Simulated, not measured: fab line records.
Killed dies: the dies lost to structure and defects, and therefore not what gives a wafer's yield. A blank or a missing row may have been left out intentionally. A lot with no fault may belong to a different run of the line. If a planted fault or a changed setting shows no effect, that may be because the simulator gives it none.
Chamber matching | flow n5-finfet | N5_BEOL_M5_ALD_86 on ald-metal-04: 4 sister chambers
The step deposits TaN, pulse time 2 s, purge time 3 s, co reactant purge time 2 s. 8 wafers are shown with their chamber, then 8 later ones without.

WAFERS WITH THEIR CHAMBER
wafer  | chamber | heater-power-w (W) | precursor-vessel-pressure-torr (Torr)
L078.2 | 2       | 437                | 26.27
L080.1 | 0       | 457                | 26.33
L080.3 | 2       | 436                | 26.29
L082.4 | 1       | 459                | 26.16
L083.3 | 3       | 519                | 26.22
L083.5 | 1       | 459                | 26.18
L083.6 | 0       | 453                | 26.23
L089.1 | 3       | 511                | 26.24

WAFERS WITHOUT THEIR CHAMBER
wafer  | heater-power-w (W) | precursor-vessel-pressure-torr (Torr)
L089.5 | 515                | 26.20
L089.6 | 446                | 26.27
L093.2 | 455                | 26.22
L093.3 | 463                | 26.20
L093.4 | 498                | 26.34
L095.2 | 447                | 26.27
L095.4 | 451                | 26.39
L095.6 | 452                | 26.31

WHICH CHAMBER EACH WENT THROUGH
wafer  | from the rows above     | in truth
L089.5 | 3                       | 3
L089.6 | can't be placed: 0 or 2 | 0
L093.2 | can't be placed: 0 or 1 | 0
L093.3 | can't be placed: 1 or 0 | 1
L093.4 | 3                       | 3
L095.2 | can't be placed: 0 or 2 | 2
L095.4 | 0                       | 0
L095.6 | 0                       | 0
Correct placement for 4 of the 8. From these rows, 4 cannot be placed; in 4 the true chamber is one of the candidates. Number placed wrongly: 0.
How it was worked out, from the rows above alone: a wafer's distance from a chamber is the root of the sum, over the readings, of the square of ((its reading less the chamber's mean) divided by the reading's scatter). The wafer belongs to the nearest chamber; if the next one is less than 2 further off, it can't be placed. Each chamber's mean is taken over the wafers shown for it. The scatter: the root of (the sum of the squares of (reading less its chamber's mean) over the shown wafers, divided by (wafers less chambers)).
